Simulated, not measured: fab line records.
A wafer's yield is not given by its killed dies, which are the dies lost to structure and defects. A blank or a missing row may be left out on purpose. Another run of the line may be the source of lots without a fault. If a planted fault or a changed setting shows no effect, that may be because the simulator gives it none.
The tool behind it: which one? || flow n5 finfet || Sampling: 9 lots, 27 wafers, 7 of 1938 route steps

## WHAT EACH GAUGE READ, for each wafer
N5_BEOL_M4_RS_MEAS_58: measures by four-point-probe. Usual: M4_RS 0.673 ohm/sq, standard deviation 0.025.
{"lot": "L408", "measured": "day 10 21:52", "on": "film metro-01", "M4_RS (ohm/sq)": "0.635 0.666 0.657", "flag": ""}
{"lot": "L409", "measured": "day 11 10:10", "on": "film metro-02", "M4_RS (ohm/sq)": "0.775 0.768 0.801", "flag": "OFF"}
{"lot": "L410", "measured": "day 11 16:50", "on": "film metro-02", "M4_RS (ohm/sq)": "0.771 0.770 0.785", "flag": "OFF"}
{"lot": "L416", "measured": "day 14 23:25", "on": "film metro-02", "M4_RS (ohm/sq)": "0.698 0.674 0.711", "flag": ""}
{"lot": "L417", "measured": "day 15 10:26", "on": "film metro-01", "M4_RS (ohm/sq)": "0.688 0.683 0.689", "flag": ""}
{"lot": "L425", "measured": "day 16 08:09", "on": "film metro-01", "M4_RS (ohm/sq)": "0.707 0.658 0.679", "flag": ""}
{"lot": "L421", "measured": "day 16 16:14", "on": "film metro-02", "M4_RS (ohm/sq)": "0.731 0.665 0.713", "flag": ""}
{"lot": "L422", "measured": "day 17 01:18", "on": "film metro-02", "M4_RS (ohm/sq)": "0.663 0.658 0.660", "flag": ""}
{"lot": "L423", "measured": "day 17 07:17", "on": "film metro-01", "M4_RS (ohm/sq)": "0.690 0.664 0.647", "flag": ""}

N5_BEOL_M4_RC_MEAS_101. Usual: COMB_M4_max_site 8.6e-11 S/m, standard deviation 2e-11; DIBL_N 36.3 mV/V, standard deviation 1.1; DIBL_P 36.3 mV/V, standard deviation 1.4; IOFF_N 0.155 nA/um, standard deviation 0.019; IOFF_P 0.211 nA/um, standard deviation 0.027; ION_N 672 uA/um, standard deviation 8.5; ION_P 462 uA/um, standard deviation 5.8; SS_N 71.5 mV/dec, standard deviation 0.56; SS_P 73.3 mV/dec, standard deviation 0.52; VT_N 249.9 mV, standard deviation 2.5; VT_P -249.8 mV, standard deviation 2.8.
{"lot": "L408", "measured": "day 10 22:22", "on": "prober-01", "COMB_M4_max_site (S/m)": "9.3e-11 1.08e-10 8.3e-11", "DIBL_N (mV/V)": "37.2 36.5 35.9", "DIBL_P (mV/V)": "37.1 36.6 35.2", "IOFF_N (nA/um)": "0.172 0.161 0.140", "IOFF_P (nA/um)": "0.244 0.243 0.227", "ION_N (uA/um)": "676 672 669", "ION_P (uA/um)": "472 467 469", "SS_N (mV/dec)": "71.9 71.8 71.0", "SS_P (mV/dec)": "73.9 73.0 72.7", "VT_N (mV)": "248.4 247.0 252.1", "VT_P (mV)": "-244.4 -247.3 -248.4", "flag": ""}
{"lot": "L409", "measured": "day 11 10:13", "on": "prober-01", "COMB_M4_max_site (S/m)": "~0.0014286 ~0.0014286 ~0.0014286", "DIBL_N (mV/V)": "36.3 34.8 36.3", "DIBL_P (mV/V)": "36.4 33.7 35.6", "IOFF_N (nA/um)": "0.166 0.135 0.171", "IOFF_P (nA/um)": "0.199 0.167 0.199", "ION_N (uA/um)": "684 677 691", "ION_P (uA/um)": "462 463 465", "SS_N (mV/dec)": "71.2 71.3 71.8", "SS_P (mV/dec)": "73.6 72.6 73.6", "VT_N (mV)": "248.7 252.9 248.2", "VT_P (mV)": "-252.6 -251.8 -250.2", "flag": "OFF"}
{"lot": "L410", "measured": "day 11 17:12", "on": "prober-01", "COMB_M4_max_site (S/m)": "~0.0014286 7.8e-11 ~0.0014286", "DIBL_N (mV/V)": "38.0 37.0 37.8", "DIBL_P (mV/V)": "36.8 36.1 36.5", "IOFF_N (nA/um)": "0.165 0.151 0.166", "IOFF_P (nA/um)": "0.207 0.196 0.200", "ION_N (uA/um)": "667 676 680", "ION_P (uA/um)": "454 456 455", "SS_N (mV/dec)": "71.7 70.8 71.3", "SS_P (mV/dec)": "73.4 72.4 73.5", "VT_N (mV)": "248.1 249.1 249.3", "VT_P (mV)": "-253.2 -252.9 -253.1", "flag": ""}
{"lot": "L416", "measured": "day 14 23:47", "on": "prober-01", "COMB_M4_max_site (S/m)": "9e-11 9.7e-11 6.5e-11", "DIBL_N (mV/V)": "34.7 36.8 35.3", "DIBL_P (mV/V)": "33.6 35.7 34.6", "IOFF_N (nA/um)": "0.137 0.175 0.146", "IOFF_P (nA/um)": "0.184 0.211 0.197", "ION_N (uA/um)": "666 667 665", "ION_P (uA/um)": "458 453 458", "SS_N (mV/dec)": "70.4 71.2 70.7", "SS_P (mV/dec)": "72.8 73.8 73.1", "VT_N (mV)": "250.3 248.7 248.0", "VT_P (mV)": "-251.3 -250.6 -250.7", "flag": ""}
{"lot": "L417", "measured": "day 15 10:38", "on": "prober-01", "COMB_M4_max_site (S/m)": "5.8e-11 8.7e-11 9.8e-11", "DIBL_N (mV/V)": "36.8 34.9 37.2", "DIBL_P (mV/V)": "37.0 35.0 37.4", "IOFF_N (nA/um)": "0.144 0.116 0.153", "IOFF_P (nA/um)": "0.238 0.204 0.250", "ION_N (uA/um)": "663 650 665", "ION_P (uA/um)": "460 455 460", "SS_N (mV/dec)": "72.3 71.6 72.1", "SS_P (mV/dec)": "73.7 72.6 73.7", "VT_N (mV)": "251.8 257.1 251.9", "VT_P (mV)": "-247.6 -250.4 -248.8", "flag": ""}
{"lot": "L425", "measured": "day 16 08:40", "on": "prober-01", "COMB_M4_max_site (S/m)": "1.14e-10 9.9e-11 8.1e-11", "DIBL_N (mV/V)": "34.9 34.3 34.9", "DIBL_P (mV/V)": "37.6 36.8 36.6", "IOFF_N (nA/um)": "0.168 0.150 0.157", "IOFF_P (nA/um)": "0.241 0.235 0.232", "ION_N (uA/um)": "668 673 665", "ION_P (uA/um)": "470 472 465", "SS_N (mV/dec)": "70.4 71.7 71.8", "SS_P (mV/dec)": "73.3 73.1 72.6", "VT_N (mV)": "247.3 249.5 251.7", "VT_P (mV)": "-247.3 -244.4 -248.7", "flag": ""}
{"lot": "L421", "measured": "day 16 16:17", "on": "prober-01", "COMB_M4_max_site (S/m)": "1.23e-10 7.1e-11 1e-10", "DIBL_N (mV/V)": "36.3 36.7 35.7", "DIBL_P (mV/V)": "36.6 36.6 35.8", "IOFF_N (nA/um)": "0.168 0.178 0.158", "IOFF_P (nA/um)": "0.226 0.231 0.221", "ION_N (uA/um)": "687 688 690", "ION_P (uA/um)": "470 471 471", "SS_N (mV/dec)": "71.9 71.6 71.9", "SS_P (mV/dec)": "73.7 74.1 73.8", "VT_N (mV)": "247.1 243.7 247.6", "VT_P (mV)": "-248.9 -246.9 -246.9", "flag": ""}
{"lot": "L422", "measured": "day 17 01:21", "on": "prober-02", "COMB_M4_max_site (S/m)": "7.5e-11 7.9e-11 5.1e-11", "DIBL_N (mV/V)": "38.3 37.5 36.9", "DIBL_P (mV/V)": "37.3 35.8 35.6", "IOFF_N (nA/um)": "0.176 0.154 0.149", "IOFF_P (nA/um)": "0.236 0.206 0.204", "ION_N (uA/um)": "677 680 669", "ION_P (uA/um)": "462 465 457", "SS_N (mV/dec)": "71.2 71.6 71.5", "SS_P (mV/dec)": "73.9 73.1 73.6", "VT_N (mV)": "245.9 252.5 250.5", "VT_P (mV)": "-248.3 -249.6 -249.6", "flag": ""}
{"lot": "L423", "measured": "day 17 07:20", "on": "prober-02", "COMB_M4_max_site (S/m)": "1.44e-10 9e-11 9e-11", "DIBL_N (mV/V)": "36.7 37.0 35.8", "DIBL_P (mV/V)": "36.8 37.5 35.6", "IOFF_N (nA/um)": "0.160 0.168 0.143", "IOFF_P (nA/um)": "0.218 0.219 0.199", "ION_N (uA/um)": "677 684 665", "ION_P (uA/um)": "467 468 463", "SS_N (mV/dec)": "71.3 70.9 71.3", "SS_P (mV/dec)": "73.0 72.6 73.0", "VT_N (mV)": "248.6 249.9 249.8", "VT_P (mV)": "-247.3 -248.5 -250.6", "flag": ""}

## TOOL THAT RAN EACH LOT (tool first, then ch and the chambers of the sampled wafers, then the start)
{"lot": "L408", "N5_BEOL_M4_SPUTTER_90": "pvd sputter-01, day 10 20:09", "N5_BEOL_M4_ANNEAL_95": "pvd sputter-01, day 10 20:40", "N5_BEOL_M4_ANNEAL_51": "rtp anneal-01 ch 0, day 10 21:08", "N5_BEOL_M4_CMP_52": "cmp-02 ch 1,2,3, day 10 21:25", "N5_BEOL_M4_CO_CAP_55": "cvd co-02 ch 0,1,2, day 10 21:43"}
{"lot": "L409", "N5_BEOL_M4_SPUTTER_90": "pvd sputter-01, day 11 08:26", "N5_BEOL_M4_ANNEAL_95": "pvd sputter-01, day 11 08:58", "N5_BEOL_M4_ANNEAL_51": "rtp anneal-01, day 11 09:17", "N5_BEOL_M4_CMP_52": "cmp-03 ch 0,1,3, day 11 09:35", "N5_BEOL_M4_CO_CAP_55": "cvd co-02 ch 1,2, day 11 09:58"}
{"lot": "L410", "N5_BEOL_M4_SPUTTER_90": "pvd sputter-02, day 11 14:59", "N5_BEOL_M4_ANNEAL_95": "pvd sputter-02, day 11 15:30", "N5_BEOL_M4_ANNEAL_51": "rtp anneal-01, day 11 16:04", "N5_BEOL_M4_CMP_52": "cmp-04 ch 0,1, day 11 16:16", "N5_BEOL_M4_CO_CAP_55": "cvd co-01 ch 1,2, day 11 16:39"}
{"lot": "L416", "N5_BEOL_M4_SPUTTER_90": "pvd sputter-02, day 14 21:30", "N5_BEOL_M4_ANNEAL_95": "pvd sputter-02, day 14 22:01", "N5_BEOL_M4_ANNEAL_51": "rtp anneal-01 ch 0, day 14 22:38", "N5_BEOL_M4_CMP_52": "cmp-03 ch 1,2,3, day 14 22:58", "N5_BEOL_M4_CO_CAP_55": "cvd co-02 ch 0,2, day 14 23:13"}
{"lot": "L417", "N5_BEOL_M4_SPUTTER_90": "pvd sputter-03, day 15 08:44", "N5_BEOL_M4_ANNEAL_95": "pvd sputter-03, day 15 09:15", "N5_BEOL_M4_ANNEAL_51": "rtp anneal-02 ch 0, day 15 09:38", "N5_BEOL_M4_CMP_52": "cmp-04 ch 0,2,3, day 15 09:57", "N5_BEOL_M4_CO_CAP_55": "cvd co-02 ch 0,1, day 15 10:15"}
{"lot": "L425", "N5_BEOL_M4_SPUTTER_90": "pvd sputter-02, day 16 06:10", "N5_BEOL_M4_ANNEAL_95": "pvd sputter-02, day 16 06:41", "N5_BEOL_M4_ANNEAL_51": "rtp anneal-01 ch 0, day 16 07:17", "N5_BEOL_M4_CMP_52": "cmp-04 ch 0,1, day 16 07:35", "N5_BEOL_M4_CO_CAP_55": "cvd co-01 ch 0,1,2, day 16 08:00"}
{"lot": "L421", "N5_BEOL_M4_SPUTTER_90": "pvd sputter-01, day 16 14:31", "N5_BEOL_M4_ANNEAL_95": "pvd sputter-01, day 16 15:02", "N5_BEOL_M4_ANNEAL_51": "rtp anneal-01 ch 0, day 16 15:23", "N5_BEOL_M4_CMP_52": "cmp-02 ch 0,2,3, day 16 15:41", "N5_BEOL_M4_CO_CAP_55": "cvd co-02 ch 0,1,2, day 16 16:03"}
{"lot": "L422", "N5_BEOL_M4_SPUTTER_90": "pvd sputter-01, day 16 23:35", "N5_BEOL_M4_ANNEAL_95": "pvd sputter-01, day 17 00:07", "N5_BEOL_M4_ANNEAL_51": "rtp anneal-01 ch 0, day 17 00:27", "N5_BEOL_M4_CMP_52": "cmp-02 ch 0,3, day 17 00:45", "N5_BEOL_M4_CO_CAP_55": "cvd co-02 ch 1,2, day 17 01:07"}
{"lot": "L423", "N5_BEOL_M4_SPUTTER_90": "pvd sputter-02, day 17 05:29", "N5_BEOL_M4_ANNEAL_95": "pvd sputter-02, day 17 06:01", "N5_BEOL_M4_ANNEAL_51": "rtp anneal-01 ch 0, day 17 06:25", "N5_BEOL_M4_CMP_52": "cmp-04 ch 0,1,2, day 17 06:46", "N5_BEOL_M4_CO_CAP_55": "cvd co-02 ch 0,1, day 17 07:06"}
- N5_BEOL_M4_SPUTTER_90: material Cu, target thk 4.5 nm, time 8.29 s.
- N5_BEOL_M4_ANNEAL_95: time 240 s.
- N5_BEOL_M4_ANNEAL_51: time 90 s.
- N5_BEOL_M4_CMP_52: polishes, stops on SiOC, t overpolish 6.8 s, target thk 40 nm.
- N5_BEOL_M4_CO_CAP_55: material Co, precursor CCTBA/H2, target thk 2 nm, time 102.1 s.

## WHAT THE TOOLS THEMSELVES READ (means of the sampled wafers that have a number; where no wafer has one, the mark that the record gives instead)
N5_BEOL_M4_SPUTTER_90. Usual: throttle valve pct at 29.5 %, with a standard deviation of 1.
{"lot": "L408", "tool": "pvd sputter-01", "throttle valve pct (%)": 29.4, "flag": ""}
{"lot": "L409", "tool": "pvd sputter-01", "throttle valve pct (%)": 30.2, "flag": ""}
{"lot": "L410", "tool": "pvd sputter-02", "throttle valve pct (%)": 29.2, "flag": ""}
{"lot": "L416", "tool": "pvd sputter-02", "throttle valve pct (%)": 29.7, "flag": ""}
{"lot": "L417", "tool": "pvd sputter-03", "throttle valve pct (%)": 29.2, "flag": ""}
{"lot": "L425", "tool": "pvd sputter-02", "throttle valve pct (%)": 29.5, "flag": ""}
{"lot": "L421", "tool": "pvd sputter-01", "throttle valve pct (%)": 29.2, "flag": ""}
{"lot": "L422", "tool": "pvd sputter-01", "throttle valve pct (%)": 29.5, "flag": ""}
{"lot": "L423", "tool": "pvd sputter-02", "throttle valve pct (%)": 29.9, "flag": ""}

N5_BEOL_M4_ANNEAL_95. Usual: heater power w 797 W, standard deviation 73; susceptor temp C 400.02 C, standard deviation 0.21.
{"lot": "L408", "tool": "pvd sputter-01", "heater power w (W)": 792, "susceptor temp C (C)": 400.03, "flag": ""}
{"lot": "L409", "tool": "pvd sputter-01", "heater power w (W)": 749, "susceptor temp C (C)": 399.83, "flag": ""}
{"lot": "L410", "tool": "pvd sputter-02", "heater power w (W)": 792, "susceptor temp C (C)": 399.91, "flag": ""}
{"lot": "L416", "tool": "pvd sputter-02", "heater power w (W)": 836, "susceptor temp C (C)": 400.15, "flag": ""}
{"lot": "L417", "tool": "pvd sputter-03", "heater power w (W)": 827, "susceptor temp C (C)": 399.62, "flag": ""}
{"lot": "L425", "tool": "pvd sputter-02", "heater power w (W)": 814, "susceptor temp C (C)": 400.07, "flag": ""}
{"lot": "L421", "tool": "pvd sputter-01", "heater power w (W)": 786, "susceptor temp C (C)": 400.02, "flag": ""}
{"lot": "L422", "tool": "pvd sputter-01", "heater power w (W)": 773, "susceptor temp C (C)": 400.20, "flag": ""}
{"lot": "L423", "tool": "pvd sputter-02", "heater power w (W)": 823, "susceptor temp C (C)": 400.11, "flag": ""}

N5_BEOL_M4_ANNEAL_51. Usual: anneal temp c 225.03 C, standard deviation 0.19; anneal temp c max 226.6, standard deviation 0.36; wafer_temp_C_max 226.1, standard deviation 0.3.
{"lot": "L408", "tool": "rtp anneal-01", "anneal temp c (C)": 224.79, "anneal temp c max": 226.2, "wafer_temp_C_max": 226.3, "flag": ""}
{"lot": "L409", "tool": "rtp anneal-01", "anneal temp c (C)": "-", "anneal temp c max": "-", "wafer_temp_C_max": "-", "flag": "OFF"}
{"lot": "L410", "tool": "rtp anneal-01", "anneal temp c (C)": "-", "anneal temp c max": "-", "wafer_temp_C_max": "-", "flag": "OFF"}
{"lot": "L416", "tool": "rtp anneal-01", "anneal temp c (C)": 224.80, "anneal temp c max": 226.4, "wafer_temp_C_max": 225.9, "flag": ""}
{"lot": "L417", "tool": "rtp anneal-02", "anneal temp c (C)": 225.10, "anneal temp c max": 226.2, "wafer_temp_C_max": 226.2, "flag": ""}
{"lot": "L425", "tool": "rtp anneal-01", "anneal temp c (C)": 224.98, "anneal temp c max": 226.7, "wafer_temp_C_max": 225.9, "flag": ""}
{"lot": "L421", "tool": "rtp anneal-01", "anneal temp c (C)": 225.01, "anneal temp c max": 226.7, "wafer_temp_C_max": 226.5, "flag": ""}
{"lot": "L422", "tool": "rtp anneal-01", "anneal temp c (C)": 224.96, "anneal temp c max": 226.9, "wafer_temp_C_max": 226.3, "flag": ""}
{"lot": "L423", "tool": "rtp anneal-01", "anneal temp c (C)": 225.07, "anneal temp c max": 226.7, "wafer_temp_C_max": 226.2, "flag": ""}

N5_BEOL_M4_CMP_52. Usual: barrier field endpoint s 24.6 s, standard deviation 0.56; motor current A 6.2 A, standard deviation 0.62; overpolish run s 6.800 s, standard deviation 0.0092; time to endpoint s 62.5 s, standard deviation 2.4.
{"lot": "L408", "tool": "cmp-02", "barrier field endpoint s (s)": 26.2, "motor current A (A)": 6.0, "overpolish run s (s)": 6.805, "time to endpoint s (s)": 69.8, "flag": "OFF"}
{"lot": "L409", "tool": "cmp-03", "barrier field endpoint s (s)": 29.6, "motor current A (A)": 6.4, "overpolish run s (s)": 6.795, "time to endpoint s (s)": 80.8, "flag": "OFF"}
{"lot": "L410", "tool": "cmp-04", "barrier field endpoint s (s)": 29.7, "motor current A (A)": 6.3, "overpolish run s (s)": 6.802, "time to endpoint s (s)": 80.5, "flag": "OFF"}
{"lot": "L416", "tool": "cmp-03", "barrier field endpoint s (s)": 24.4, "motor current A (A)": 6.0, "overpolish run s (s)": 6.805, "time to endpoint s (s)": 60.1, "flag": ""}
{"lot": "L417", "tool": "cmp-04", "barrier field endpoint s (s)": 25.6, "motor current A (A)": 6.0, "overpolish run s (s)": 6.802, "time to endpoint s (s)": 65.1, "flag": ""}
{"lot": "L425", "tool": "cmp-04", "barrier field endpoint s (s)": 25.4, "motor current A (A)": 6.0, "overpolish run s (s)": 6.797, "time to endpoint s (s)": 63.6, "flag": ""}
{"lot": "L421", "tool": "cmp-02", "barrier field endpoint s (s)": 24.6, "motor current A (A)": 5.9, "overpolish run s (s)": 6.796, "time to endpoint s (s)": 61.8, "flag": ""}
{"lot": "L422", "tool": "cmp-02", "barrier field endpoint s (s)": 24.3, "motor current A (A)": 5.7, "overpolish run s (s)": 6.792, "time to endpoint s (s)": 61.1, "flag": ""}
{"lot": "L423", "tool": "cmp-04", "barrier field endpoint s (s)": 24.8, "motor current A (A)": 6.3, "overpolish run s (s)": 6.812, "time to endpoint s (s)": 63.3, "flag": ""}

N5_BEOL_M4_CO_CAP_55. Usual: heater power w at 249 W, with a standard deviation of 23.
{"lot": "L408", "tool": "cvd co-02", "heater power w (W)": 258, "flag": ""}
{"lot": "L409", "tool": "cvd co-02", "heater power w (W)": 255, "flag": ""}
{"lot": "L410", "tool": "cvd co-01", "heater power w (W)": 235, "flag": ""}
{"lot": "L416", "tool": "cvd co-02", "heater power w (W)": 275, "flag": ""}
{"lot": "L417", "tool": "cvd co-02", "heater power w (W)": 239, "flag": ""}
{"lot": "L425", "tool": "cvd co-01", "heater power w (W)": 232, "flag": ""}
{"lot": "L421", "tool": "cvd co-02", "heater power w (W)": 258, "flag": ""}
{"lot": "L422", "tool": "cvd co-02", "heater power w (W)": 263, "flag": ""}
{"lot": "L423", "tool": "cvd co-02", "heater power w (W)": 243, "flag": ""}

## THE ANSWER, worked out from the rows above alone
Rule: lot off if the mean of its wafers having a number is beyond 3 standard deviations from the usual mean. Also off: a lot with no number at a reading for which 4 or more lots have one. Where the step has rows for the other lots, those lots are counted as sound. The gauges are gone through in route order, then the tools' own readings, and for those a lot's mean is taken as printed above. At the first step where some lot is off, the reading lying furthest off is the one used; lots without a number count as furthest.
Off: L409, L410, at N5_BEOL_M4_RS_MEAS_58 (M4_RS).
A tool fits if, at a process step before that reading, it ran every lot that is off, and no sound lot after the first of them. Not tried: the gauges at N5_BEOL_M4_RS_MEAS_58; whatever is off there is also off at N5_BEOL_M4_ANNEAL_51, on other tools, and gauge error can't account for it. None of those tried fits.

## WHAT THE SIMULATOR HAD PUT IN
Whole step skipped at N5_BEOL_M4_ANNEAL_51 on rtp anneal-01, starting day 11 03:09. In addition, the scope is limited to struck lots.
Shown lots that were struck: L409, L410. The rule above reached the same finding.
